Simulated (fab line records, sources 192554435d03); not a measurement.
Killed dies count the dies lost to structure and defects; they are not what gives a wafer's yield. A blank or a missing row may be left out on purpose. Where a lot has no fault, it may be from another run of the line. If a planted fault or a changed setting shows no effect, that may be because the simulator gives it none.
fab line records	flow n5_finfet	part 1 of 2: steps 1 to 23 of 36
record: lots: 5	wafers: 15	last_day: 16
route steps=1938 shown BEOL_M11@1598 BEOL_M12@1602
lots with no fault: from the same line, run without faults
start_h: the number of hours between the record's first day and the start of the first shown wafer of the lot	wait_h: hours from the lot's prior step to this one	" repeats the value in the row above	L1.1+2: several wafers, shown together as one row	- no value, or no start was given	* or withheld: withheld	< > ~ a bound
route shown NAME@n: names a module that has steps shown in the file, with the first one's number in the route	usual: mean and standard deviation over wafers with no fault	same: alike in all rows	chamber/n: place in a boat	sites: readings site by site	_std_site: the values' standard deviation	_edge_site: inner sites' mean taken away from outer sites' mean	radius_mm: how far each site lies from the wafer's centre	mask NAME#n: copy n	behind: tool/chamber where the wafer was last shaped	hold: why the lot went on hold/how many hours it stayed there/how the hold came to an end	device: the transistor (n, p or np) that didn't switch	end of line: the tests these same wafers got at the end of their route	where a step has no rows: the recipe by itself	killed: dies lost to structure and defects at the first sort, not the wafer's yield	map: shows each die of a wafer: x if killed, . if not, _ if none is there
set.NAME: the setting that was run; set.NAME@STEP: the one run at that earlier step	model.NAME: the simulator's own value behind a step, which no gauge read
certain route steps with their lots: each step a table, each wafer a row
services: a tool's chamber out of use, with start hour (start_h, from the record's first day; less than 0 if before it), hours out, and reason
== steps ==
step: N5_BEOL_M11_PRE_CLEAN_55
recipe: gas: NH3	time_s: 15	temp_c: withheld	rf_power_w: 300
lot.wafer	tool	chamber	start_h	wait_h
L084.2+4+5	pecvd-03	0,2,0	305.25	0.0
L086.1+5+6	pecvd-02	2,2,1	306.11	0.0
L089.2+3+4	pecvd-04	1,2,0	315.11	0.0
L094.1+3+4	pecvd-04	2,1,2	344.17	0.0
L092.3+4+6	pecvd-03	1,1,0	351.94	0.0
step: N5_BEOL_M11_DEP_56
recipe: material: SiCN	target_thk_a: 300	temp_c: withheld	precursor: 3MS/NH3	pressure_torr: 3	rf_w: 675	time_s: 10.5
usual: showerhead_plenum_p_Torr: 4.168/0.022	throttle_valve_pct: 18.1/0.83
lot.wafer	tool	chamber	start_h	wait_h	showerhead_plenum_p_Torr	throttle_valve_pct
L084.2	pecvd-03	0	305.27	0.0	4.116	18.7
L084.4	"	2	"	"	4.137	19.1
L084.5	"	0	"	"	4.117	18.9
L086.1	pecvd-02	2	306.13	0.0	4.161	17.4
L086.5	"	2	"	"	4.170	17.4
L086.6	"	1	"	"	4.175	18.3
L089.2	pecvd-04	1	315.14	0.0	4.150	19.2
L089.3	"	2	"	"	4.186	16.9
L089.4	"	0	"	"	4.165	17.4
L094.1	pecvd-04	2	344.20	0.0	4.189	17.0
L094.3	"	1	"	"	4.161	19.2
L094.4	"	2	"	"	4.189	16.8
L092.3	pecvd-03	1	351.97	0.0	4.185	18.7
L092.4	"	1	"	"	4.183	18.7
L092.6	"	0	"	"	4.117	19.2
step: N5_BEOL_M11_RS_MEAS_57
recipe: thk_meas_gauge: four-point-probe	reads: Cu_of_BEOL_M11_ECD_50+Co_of_BEOL_M11_CVD_75+TaN_of_BEOL_M11_ALD_74
usual: M11_RS: 0.152/0.0035
lot.wafer	tool	chamber	start_h	wait_h	M11_RS[ohm/sq]
L084.2	film_metro-01	-	305.34	0.0	0.155
L084.4	"	-	"	"	0.152
L084.5	"	-	"	"	0.158
L086.1	film_metro-01	-	306.20	0.0	0.149
L086.5	"	-	"	"	0.153
L086.6	"	-	"	"	0.151
L089.2	film_metro-02	-	315.20	0.0	0.156
L089.3	"	-	"	"	0.152
L089.4	"	-	"	"	0.153
L094.1	film_metro-01	-	344.26	0.0	0.151
L094.3	"	-	"	"	0.152
L094.4	"	-	"	"	0.156
L092.3	film_metro-01	-	352.03	0.0	0.143
L092.4	"	-	"	"	0.157
L092.6	"	-	"	"	0.153
step: N5_BEOL_M11_INSPECT_58
recipe: inspect_instrument: darkfield	mode: post_dep
usual: raw_defect_count: 79/26
lot.wafer	tool	chamber	start_h	wait_h	raw_defect_count
L084.2	defect_inspect-02	-	305.36	0.0	174
L084.4	"	-	"	"	94
L084.5	"	-	"	"	75
L086.1	defect_inspect-02	-	306.22	0.0	95
L086.5	"	-	"	"	111
L086.6	"	-	"	"	75
L089.2	defect_inspect-01	-	315.23	0.0	35
L089.3	"	-	"	"	126
L089.4	"	-	"	"	51
L094.1	defect_inspect-02	-	344.29	0.0	46
L094.3	"	-	"	"	61
L094.4	"	-	"	"	91
L092.3	defect_inspect-01	-	352.06	0.0	74
L092.4	"	-	"	"	67
L092.6	"	-	"	"	85
step: N5_BEOL_M12_ILD_DEP_00
recipe: material: SiOC	target_thk_a: 6589.2	temp_c: 350	precursor: DEMS/O2	pressure_torr: 5	rf_w: 500	time_s: 130.7
usual: heater_power_w: 458/95	showerhead_plenum_p_Torr: 5.699/0.017	throttle_valve_pct: 12.1/0.42
lot.wafer	tool	chamber	start_h	wait_h	heater_power_w	showerhead_plenum_p_Torr	throttle_valve_pct
L084.2	pecvd-02	2	305.40	0.0	380	5.682	11.7
L084.4	"	2	"	"	394	5.706	11.8
L084.5	"	1	"	"	450	5.714	12.0
L086.1	pecvd-02	0	306.26	0.0	545	5.725	11.7
L086.5	"	0	"	"	564	5.735	11.8
L086.6	"	1	"	"	423	5.700	12.0
L089.2	pecvd-03	0	315.27	0.0	383	5.685	12.5
L089.3	"	2	"	"	384	5.686	12.5
L089.4	"	1	"	"	608	5.689	12.7
L094.1	pecvd-01	1	344.32	0.0	543	5.714	12.2
L094.3	"	2	"	"	629	5.723	11.3
L094.4	"	2	"	"	490	5.727	11.4
L092.3	pecvd-03	2	352.10	0.0	304	5.685	12.5
L092.4	"	2	"	"	343	5.692	12.8
L092.6	"	1	"	"	579	5.706	12.3
step: N5_BEOL_M12_THK_MEAS_01
recipe: reads: SiOC_of_BEOL_M12_ILD_DEP_00
usual: M12_ILD_THK: 662/10
lot.wafer	tool	chamber	start_h	wait_h	M12_ILD_THK[nm]
L084.2	film_metro-01	-	305.53	0.1	655
L084.4	"	-	"	"	665
L084.5	"	-	"	"	693
L086.1	film_metro-01	-	306.39	0.1	664
L086.5	"	-	"	"	668
L086.6	"	-	"	"	681
L089.2	film_metro-01	-	315.40	0.1	651
L089.3	"	-	"	"	643
L089.4	"	-	"	"	651
L094.1	film_metro-01	-	344.45	0.1	653
L094.3	"	-	"	"	659
L094.4	"	-	"	"	673
L092.3	film_metro-02	-	352.23	0.1	648
L092.4	"	-	"	"	658
L092.6	"	-	"	"	661
step: N5_BEOL_M12_COAT_58
recipe: resist: BARC	temp_c: 205	time_s: 60	spin_rpm: 1500	resist_thk_nm: 89
usual: dispense_pressure_kPa: 53/3.1	spin_speed_rpm: 1500.0/1
lot.wafer	tool	chamber	start_h	wait_h	dispense_pressure_kPa	spin_speed_rpm
L084.2	litho_track-02	0	305.56	0.0	49	1500.9
L084.4	"	0	"	"	49	1500.5
L084.5	"	0	"	"	49	1500.5
L086.1	litho_track-03	0	306.42	0.0	56	1500.0
L086.5	"	0	"	"	56	1500.0
L086.6	"	0	"	"	56	1501.2
L089.2	litho_track-03	0	315.43	0.0	56	1501.2
L089.3	"	0	"	"	56	1501.3
L089.4	"	0	"	"	56	1499.9
L094.1	litho_track-02	0	344.49	0.0	49	1500.1
L094.3	"	0	"	"	49	1501.2
L094.4	"	0	"	"	49	1499.6
L092.3	litho_track-02	0	352.26	0.0	49	1500.1
L092.4	"	0	"	"	49	1499.9
L092.6	"	0	"	"	49	1499.5
step: N5_BEOL_M12_COAT_04
recipe: spin_rpm: 1625	resist_thk_nm: 400
usual: dispense_pressure_kPa: 53/3.1	spin_speed_rpm: 1625.1/1.1
lot.wafer	tool	chamber	start_h	wait_h	dispense_pressure_kPa	spin_speed_rpm
L084.2	litho_track-02	0	-	-	49	1626.7
L084.4	"	0	"	"	49	1626.5
L084.5	"	0	"	"	49	1625.5
L086.1	litho_track-03	0	-	-	56	1625.8
L086.5	"	0	"	"	56	1624.8
L086.6	"	0	"	"	56	1624.3
L089.2	litho_track-03	0	-	-	56	1623.4
L089.3	"	0	"	"	56	1623.8
L089.4	"	0	"	"	56	1625.1
L094.1	litho_track-02	0	-	-	49	1625.6
L094.3	"	0	"	"	49	1625.0
L094.4	"	0	"	"	49	1624.7
L092.3	litho_track-02	0	-	-	49	1623.6
L092.4	"	0	"	"	49	1626.3
L092.6	"	0	"	"	49	1624.8
step: N5_BEOL_M12_EBR_06
recipe: solvent: PGMEA	ebr_width_mm: 1.5
lot.wafer	tool	chamber	start_h	wait_h
L084.2+4+5	litho_track-02	0	-	-
L086.1+5+6	litho_track-03	0	-	-
L089.2+3+4	litho_track-03	0	-	-
L094.1+3+4	litho_track-02	0	-	-
L092.3+4+6	litho_track-02	0	-	-
step: N5_BEOL_M12_SOFTBAKE_05
recipe: temp_c: 130	time_s: 60
lot.wafer	tool	chamber	start_h	wait_h
L084.2+4+5	litho_track-02	0	-	-
L086.1+5+6	litho_track-03	0	-	-
L089.2+3+4	litho_track-03	0	-	-
L094.1+3+4	litho_track-02	0	-	-
L092.3+4+6	litho_track-02	0	-	-
step: N5_BEOL_M12_EXPOSE_07
recipe: mask_id: V11	na: 0.93	source_shape: conventional	sigma_outer: 0.6	polarization: unpolarized	attpsm_phase_deg: 180	dose_mj: 32.5
usual: reticle_temp_C: 23.00/0.094
lot.wafer	tool	chamber	start_h	wait_h	mask	reticle_temp_C
L084.2	krf_scanner-01	0	305.67	-	V11#0	22.90
L084.4	"	0	"	"	V11#0	22.78
L084.5	"	0	"	"	V11#0	23.07
L086.1	krf_scanner-01	0	306.52	-	V11#0	23.02
L086.5	"	0	"	"	V11#0	23.08
L086.6	"	0	"	"	V11#0	23.08
L089.2	krf_scanner-02	0	315.66	-	V11#0	23.07
L089.3	"	0	"	"	V11#0	22.95
L089.4	"	0	"	"	V11#0	22.97
L094.1	krf_scanner-02	0	344.71	-	V11#0	22.86
L094.3	"	0	"	"	V11#0	23.09
L094.4	"	0	"	"	V11#0	22.83
L092.3	krf_scanner-01	0	352.57	-	V11#0	22.85
L092.4	"	0	"	"	V11#0	23.02
L092.6	"	0	"	"	V11#0	23.03
step: N5_BEOL_M12_PEB_08
recipe: peb_temp_c: 130	peb_time_s: 90
same: peb_time_s: 90
lot.wafer	tool	chamber	start_h	wait_h
L084.2+4+5	litho_track-03	0	305.72	0.0
L086.1+5+6	litho_track-03	0	306.58	0.1
L089.2+3+4	litho_track-03	0	315.71	0.0
L094.1+3+4	litho_track-03	0	344.77	0.1
L092.3+4+6	litho_track-03	0	352.62	0.0
step: N5_BEOL_M12_DEVELOP_09
recipe: develop_time_s: 45	rinse_liquid: diw	dry: air_spin	dev_temp_c: 21
lot.wafer	tool	chamber	start_h	wait_h
L084.2+4+5	litho_track-03	0	-	-
L086.1+5+6	litho_track-03	0	-	-
L089.2+3+4	litho_track-03	0	-	-
L094.1+3+4	litho_track-03	0	-	-
L092.3+4+6	litho_track-03	0	-	-
step: N5_BEOL_M12_HARDBAKE_14
recipe: temp_c: 130	time_s: 120
lot.wafer	tool	chamber	start_h	wait_h
L084.2+4+5	litho_track-03	0	-	-
L086.1+5+6	litho_track-03	0	-	-
L089.2+3+4	litho_track-03	0	-	-
L094.1+3+4	litho_track-03	0	-	-
L092.3+4+6	litho_track-03	0	-	-
step: N5_BEOL_M12_CD_MEAS_10
recipe: target_cd_nm: 140	landing_energy_ev: 500	detector: se_inlens	polarity: opening
usual: cd_nm: 139.0/2.3
lot.wafer	tool	chamber	start_h	wait_h	cd_nm
L084.2	cd_sem-02	0	305.84	-	139.4
L084.4	"	0	"	"	137.1
L084.5	"	0	"	"	140.1
L086.1	cd_sem-01	0	306.69	-	136.4
L086.5	"	0	"	"	138.6
L086.6	"	0	"	"	137.3
L089.2	cd_sem-03	0	315.83	-	135.7
L089.3	"	0	"	"	134.9
L089.4	"	0	"	"	136.3
L094.1	cd_sem-02	0	344.88	-	136.0
L094.3	"	0	"	"	136.5
L094.4	"	0	"	"	135.2
L092.3	cd_sem-02	0	352.73	-	137.3
L092.4	"	0	"	"	137.2
L092.6	"	0	"	"	138.4
step: N5_BEOL_M12_OVL_MEAS_11
recipe: points_per_wafer: 44
usual: V11_OVL: -1/5.7
lot.wafer	tool	chamber	start_h	wait_h	V11_OVL[nm]
L084.2	overlay-02	0	305.86	0.0	-1
L084.4	"	0	"	"	8
L084.5	"	0	"	"	4
L086.1	overlay-01	0	306.72	0.0	3
L086.5	"	0	"	"	5
L086.6	"	0	"	"	2
L089.2	overlay-02	0	315.86	0.0	-4
L089.3	"	0	"	"	3
L089.4	"	0	"	"	-1
L094.1	overlay-02	0	344.91	0.0	0
L094.3	"	0	"	"	0
L094.4	"	0	"	"	-3
L092.3	overlay-01	0	352.76	0.0	-6
L092.4	"	0	"	"	-9
L092.6	"	0	"	"	-8
step: N5_BEOL_M12_INSPECT_12
recipe: mode: adi	inspect_instrument: macro
usual: raw_defect_count: 2.1/1.5
lot.wafer	tool	chamber	start_h	wait_h	raw_defect_count
L084.2	defect_inspect-01	-	305.89	0.0	1
L084.4	"	-	"	"	2
L084.5	"	-	"	"	2
L086.1	defect_inspect-01	-	306.75	0.0	1
L086.5	"	-	"	"	2
L086.6	"	-	"	"	1
L089.2	defect_inspect-02	-	315.88	0.0	2
L089.3	"	-	"	"	2
L089.4	"	-	"	"	1
L094.1	defect_inspect-02	-	344.94	0.0	1
L094.3	"	-	"	"	2
L094.4	"	-	"	"	4
L092.3	defect_inspect-02	-	352.79	0.0	1
L092.4	"	-	"	"	5
L092.6	"	-	"	"	0
step: N5_BEOL_M12_DESCUM_15
recipe: chemistry: O2	time_s: 7.9	source_power_w: 50	bias_power_w: 20	pressure_mtorr: 20	rf_frequency_hz: 2.712e+07	temp_c: 40	o2_flow_sccm: 225
usual: drypump_motor_current_A: 5.7/0.38	oes_product_au: 0.79/0.089	rf_vpp_V: 243.4/1.2	showerhead_plenum_p_Torr: 2.11/0.051	throttle_valve_pct: 20.39/0.25
lot.wafer	tool	chamber	start_h	wait_h	drypump_motor_current_A	oes_product_au	rf_hours_counter_h	rf_vpp_V	showerhead_plenum_p_Torr	throttle_valve_pct
L084.2	rie_diel-03	1	306.02	0.1	5.4	0.72	181	242.3	2.08	20.22
L084.4	"	0	"	"	5.3	0.76	142	245.5	2.19	20.26
L084.5	"	0	"	"	5.3	0.76	-	244.6	2.19	20.26
L086.1	rie_diel-03	1	306.78	0.0	5.4	0.73	181	243.0	2.08	20.22
L086.5	"	2	"	"	5.2	0.74	-	243.2	2.07	20.29
L086.6	"	3	"	"	5.9	0.89	-	244.8	2.16	20.27
L089.2	rie_diel-04	0	316.29	0.4	6.1	0.70	222	242.9	2.08	20.85
L089.3	"	1	"	"	6.0	0.79	89	244.2	2.11	20.63
L089.4	"	2	"	"	6.1	0.89	30	242.0	2.06	20.08
L094.1	rie_diel-04	1	345.77	0.8	6.0	0.77	106	243.5	2.11	20.66
L094.3	"	2	"	"	6.1	0.86	48	242.8	2.05	20.09
L094.4	"	0	"	"	6.1	0.69	239	241.4	2.07	20.88
L092.3	rie_diel-04	2	353.08	0.3	6.1	0.86	51	242.0	2.05	20.11
L092.4	"	0	"	"	6.0	0.70	242	243.6	2.07	20.90
L092.6	"	2	"	"	6.1	0.85	-	240.7	2.05	20.10
step: N5_BEOL_M12_ETCH_59
recipe: chemistry: N2/H2	target: BARC	target_depth_a: 890	overetch_a: 267	time_s: 67.9	ion_energy_ev: 200	pressure_mtorr: 30	source_w: 840	bias_w: 150	n2_flow_sccm: 200	h2_flow_sccm: 200
usual: drypump_motor_current_A: 5.7/0.38	n2_flow_sccm: 200.0/0.61	oes_product_au: 0.68/0.071	rf_vpp_V: 524.3/1.9	showerhead_plenum_p_Torr: 2.55/0.058	throttle_valve_pct: 17.76/0.27
lot.wafer	tool	chamber	start_h	wait_h	drypump_motor_current_A	n2_flow_sccm	oes_product_au	rf_hours_counter_h	rf_vpp_V	showerhead_plenum_p_Torr	throttle_valve_pct
L084.2	rie_diel-03	1	306.05	0.0	5.4	199.9	0.63	181	522.7	2.54	17.77
L084.4	"	0	"	"	5.3	200.2	0.65	142	525.6	2.64	17.56
L084.5	"	0	"	"	5.3	200.5	0.66	-	525.7	2.64	17.57
L086.1	rie_diel-03	1	306.82	0.0	5.4	200.0	0.63	181	523.2	2.54	17.78
L086.5	"	2	"	"	5.2	200.0	0.63	-	525.5	2.50	17.71
L086.6	"	3	"	"	5.9	200.2	0.75	-	526.1	2.60	17.61
L089.2	rie_diel-04	0	316.32	0.0	6.1	199.9	0.61	222	522.6	2.51	18.18
L089.3	"	1	"	"	6.0	199.3	0.67	89	524.0	2.58	18.05
L089.4	"	2	"	"	6.1	200.0	0.76	30	521.8	2.49	17.34
L094.1	rie_diel-04	1	345.81	0.0	6.0	201.6	0.66	106	524.1	2.57	18.04
L094.3	"	2	"	"	6.0	201.0	0.74	48	523.4	2.48	17.38
L094.4	"	0	"	"	6.1	199.8	0.60	239	522.9	2.50	18.23
L092.3	rie_diel-04	2	353.11	0.0	6.1	200.9	0.72	51	521.2	2.48	17.38
L092.4	"	0	"	"	6.1	199.4	0.60	242	524.8	2.50	18.22
L092.6	"	2	"	"	6.1	199.9	0.73	-	521.4	2.48	17.38
step: N5_BEOL_M12_VIA_ETCH_16
recipe: chemistry: C4F8/O2/Ar	target: SiOC	pressure_mtorr: 30	source_w: 3000	bias_w: 700	Ar_flow_sccm: 400	C4F8_flow_sccm: 15	O2_flow_sccm: 8	he_inner_torr: 15	he_outer_torr: 30	target_depth_a: 7248	time_s: withheld	ion_energy_ev: 250	ends: cleared
usual: drypump_motor_current_A: 5.7/0.39	oes_product_au: 0.72/0.08	rf_vpp_V: 665.9/2.2	showerhead_plenum_p_Torr: 3.44/0.079	throttle_valve_pct: 24.11/0.26
lot.wafer	tool	chamber	start_h	wait_h	drypump_motor_current_A	oes_product_au	rf_vpp_V	showerhead_plenum_p_Torr	throttle_valve_pct
L084.2	rie_diel-03	1	306.10	0.0	5.4	0.66	663.9	3.38	23.89
L084.4	"	0	"	"	5.3	0.69	669.8	3.55	23.94
L084.5	"	0	"	"	5.3	0.70	668.5	3.55	23.95
L086.1	rie_diel-03	1	306.87	0.0	5.4	0.65	664.4	3.38	23.90
L086.5	"	2	"	"	5.2	0.67	664.5	3.38	24.04
L086.6	"	3	"	"	5.9	0.80	667.1	3.49	23.93
L089.2	rie_diel-04	0	316.37	0.0	6.1	0.64	664.2	3.37	24.44
L089.3	"	1	"	"	6.0	0.71	668.0	3.47	24.52
L089.4	"	2	"	"	6.1	0.80	663.1	3.35	23.78
L094.1	rie_diel-04	1	345.86	0.0	6.0	0.69	665.9	3.46	24.54
L094.3	"	2	"	"	6.1	0.78	662.7	3.34	23.78
L094.4	"	0	"	"	6.1	0.63	662.9	3.36	24.46
L092.3	rie_diel-04	2	353.16	0.0	6.1	0.77	663.6	3.34	23.77
L092.4	"	0	"	"	6.1	0.63	664.6	3.36	24.48
L092.6	"	2	"	"	6.1	0.78	663.2	3.34	23.80
step: N5_BEOL_M12_STRIP_63
recipe: chemistry: N2/H2	power_w: 1000	temp_c: 250	h2_frac: 0.65	overash_fraction: 0.3	pressure_mtorr: 1000	n2_flow_sccm: 1750	h2_flow_sccm: 3250
usual: drypump_motor_current_A: 5.9/0.68	heater_power_w: 348/21	n2_flow_sccm: 1750/5.4	oes_product_au: 0.692/0.0047	strip_time_to_endpoint_s: 42.2/1
lot.wafer	tool	chamber	start_h	wait_h	drypump_motor_current_A	heater_power_w	n2_flow_sccm	oes_product_au	rf_hours_counter_h	strip_time_to_endpoint_s
L084.2	plasma_asher-01	1	306.30	-	4.9	338	1756	0.701	127	43.7
L084.4	"	0	"	"	6.1	335	1739	0.689	-	42.3
L084.5	"	1	"	"	4.8	335	1755	0.682	-	39.8
L086.1	plasma_asher-01	1	307.07	-	4.9	344	1755	0.691	127	42.9
L086.5	"	1	"	"	4.8	342	1744	0.690	-	41.6
L086.6	"	0	"	"	6.1	337	1746	0.682	-	40.4
L089.2	plasma_asher-02	0	316.57	-	6.8	332	1748	0.701	84	43.5
L089.3	"	1	"	"	5.7	382	1740	0.694	-	43.6
L089.4	"	0	"	"	6.8	336	1741	0.699	-	42.9
L094.1	plasma_asher-02	1	346.06	-	5.7	375	1738	0.703	89	42.4
L094.3	"	0	"	"	6.7	331	1755	0.688	-	41.9
L094.4	"	1	"	"	5.7	380	1748	0.691	-	41.1
L092.3	plasma_asher-01	0	353.38	-	6.1	334	1756	0.690	-	43.4
L092.4	"	1	"	"	4.9	332	1755	0.685	-	42.8
L092.6	"	0	"	"	6.1	333	1753	0.690	-	41.7
step: N5_BEOL_M12_STRIP_64
recipe: chemistry: N2/H2	power_w: 1000	temp_c: 250	h2_frac: 0.65	overash_fraction: 0.3	pressure_mtorr: withheld	n2_flow_sccm: 1750	h2_flow_sccm: 3250
usual: drypump_motor_current_A: 5.9/0.68	heater_power_w: 347/21	n2_flow_sccm: 1750/6.2	oes_product_au: 0.715/0.0051	strip_time_to_endpoint_s: 31.30/0.077
lot.wafer	tool	chamber	start_h	wait_h	drypump_motor_current_A	heater_power_w	n2_flow_sccm	oes_product_au	rf_hours_counter_h	strip_time_to_endpoint_s
L084.2	plasma_asher-01	1	306.36	0.0	4.9	347	1750	0.718	127	31.38
L084.4	"	0	"	"	6.1	332	1739	0.711	-	31.32
L084.5	"	1	"	"	4.9	326	1752	0.713	-	31.38
L086.1	plasma_asher-01	1	307.13	0.0	4.9	335	1758	0.724	127	31.38
L086.5	"	1	"	"	4.9	337	1745	0.707	-	31.33
L086.6	"	0	"	"	6.1	338	1752	0.723	-	31.34
L089.2	plasma_asher-02	0	316.63	0.0	6.8	336	1753	0.714	84	31.38
L089.3	"	1	"	"	5.7	374	1747	0.717	-	31.40
L089.4	"	0	"	"	6.8	338	1750	0.720	-	31.34
L094.1	plasma_asher-02	1	346.12	0.0	5.7	382	1740	0.728	89	31.38
L094.3	"	0	"	"	6.8	337	1755	0.714	-	31.25
L094.4	"	1	"	"	5.7	382	1754	0.714	-	31.31
L092.3	plasma_asher-01	0	353.44	0.0	6.1	323	1751	0.715	-	31.32
L092.4	"	1	"	"	4.9	340	1754	0.711	-	31.41
L092.6	"	0	"	"	6.1	333	1748	0.714	-	31.36
step: N5_BEOL_M12_STRIP_71
recipe: chemistry: post_etch_residue_remover	time_s: 60	temp_c: 25	remover_ph: withheld	remover_water_wt_pct: withheld	remover_fluoride_wt_pct: withheld
lot.wafer	tool	chamber	start_h	wait_h
L084.2+4+5	wet_bench-06	3,0,7	306.45	0.1
L086.1+5+6	wet_bench-03	2,3,0	307.21	0.1
L089.2+3+4	wet_bench-06	5,4,6	316.72	0.1
L094.1+3+4	wet_bench-06	0,3,2	346.21	0.1
L092.3+4+6	wet_bench-06	7,6,0	353.51	0.0
